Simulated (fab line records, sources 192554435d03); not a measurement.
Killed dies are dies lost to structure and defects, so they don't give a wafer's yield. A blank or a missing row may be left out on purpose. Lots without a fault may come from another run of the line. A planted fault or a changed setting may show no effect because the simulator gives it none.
Chamber matching | flow n5_finfet | N5_BEOL_M2_STRIP_19 on rie_diel-04: 4 sister chambers
The step strips in O2. 22 wafers are shown with their chamber, then 11 later ones without.

WAFERS WITH THEIR CHAMBER
wafer  | chamber | drypump_motor_current_A (A) | showerhead_plenum_p_Torr (Torr) | oes_product_au (a.u.)
L074.1 | 2       | 5.6                         | 2.15                            | 0.98
L074.5 | 2       | 5.7                         | 2.15                            | 0.99
L074.6 | 1       | 4.7                         | 2.07                            | 0.70
L077.1 | 0       | 5.5                         | 2.14                            | 0.93
L077.2 | 2       | 5.7                         | 2.15                            | 0.96
L077.6 | 3       | 5.4                         | 2.13                            | 0.82
L078.1 | 2       | 5.6                         | 2.15                            | 0.95
L078.4 | 3       | 5.4                         | 2.13                            | 0.83
L078.6 | 3       | 5.4                         | 2.13                            | 0.82
L084.1 | 3       | 5.4                         | 2.13                            | 0.81
L084.2 | 0       | 5.5                         | 2.13                            | 0.91
L084.4 | 1       | 4.7                         | 2.06                            | 0.69
L085.1 | 3       | 5.4                         | 2.13                            | 0.80
L085.2 | 0       | 5.5                         | 2.13                            | 0.89
L085.4 | 1       | 4.7                         | 2.06                            | 0.68
L089.1 | 0       | 5.5                         | 2.13                            | 0.88
L089.4 | 2       | 5.6                         | 2.14                            | 0.90
L089.6 | 3       | 5.4                         | 2.12                            | 0.78
L090.1 | 3       | 5.4                         | 2.12                            | 0.78
L090.2 | 2       | 5.7                         | 2.14                            | 0.89
L090.5 | 3       | 5.4                         | 2.12                            | 0.80
L093.1 | 2       | 5.6                         | 2.14                            | 0.88

SIGNATURES (means of the wafers above)
reading                  | chamber 0 | chamber 1 | chamber 2 | chamber 3 | scatter within a chamber
drypump_motor_current_A  | 5.500     | 4.700     | 5.643     | 5.400     | 0.0309
showerhead_plenum_p_Torr | 2.1325    | 2.0633    | 2.1457    | 2.1262    | 0.00527
oes_product_au           | 0.9025    | 0.6900    | 0.9357    | 0.8050    | 0.03
Rule: a wafer's distance from a chamber is the root of the sum, over the readings, of the square of ((its reading less the chamber's mean) divided by the reading's scatter). The wafer belongs to the nearest chamber; if the next one is less than 2 further off, it can't be placed. The scatter: the root of (the sum of the squares of (reading less its chamber's mean) over the shown wafers, divided by (wafers less chambers)).

WAFERS WITHOUT THEIR CHAMBER
wafer  | drypump_motor_current_A (A) | showerhead_plenum_p_Torr (Torr) | oes_product_au (a.u.)
L093.4 | 5.5                         | 2.13                            | 0.87
L093.6 | 5.4                         | 2.12                            | 0.78
L092.1 | 5.4                         | 2.12                            | 0.79
L092.3 | 5.5                         | 2.13                            | 0.88
L092.6 | 5.4                         | 2.12                            | 0.79
L094.1 | 5.5                         | 2.12                            | 0.87
L094.2 | 5.4                         | 2.12                            | 0.78
L094.3 | 5.6                         | 2.14                            | 0.88
L096.1 | 5.6                         | 2.13                            | 0.87
L096.3 | 4.8                         | 2.05                            | 0.96
L096.5 | 5.6                         | 2.14                            | 0.86

WHICH CHAMBER EACH WENT THROUGH
wafer  | from the rows above     | in truth
L093.4 | 0                       | 0
L093.6 | 3                       | 3
L092.1 | 3                       | 3
L092.3 | 0                       | 0
L092.6 | 3                       | 3
L094.1 | can't be placed: 0 or 3 | 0
L094.2 | 3                       | 3
L094.3 | can't be placed: 2 or 0 | 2
L096.1 | can't be placed: 0 or 2 | 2
L096.3 | 1                       | 1
L096.5 | can't be placed: 2 or 0 | 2
Placed correctly: 7 of 11. Can't be placed from these rows: 4 (the true chamber is among the candidates in 4). Placed wrongly: 0.
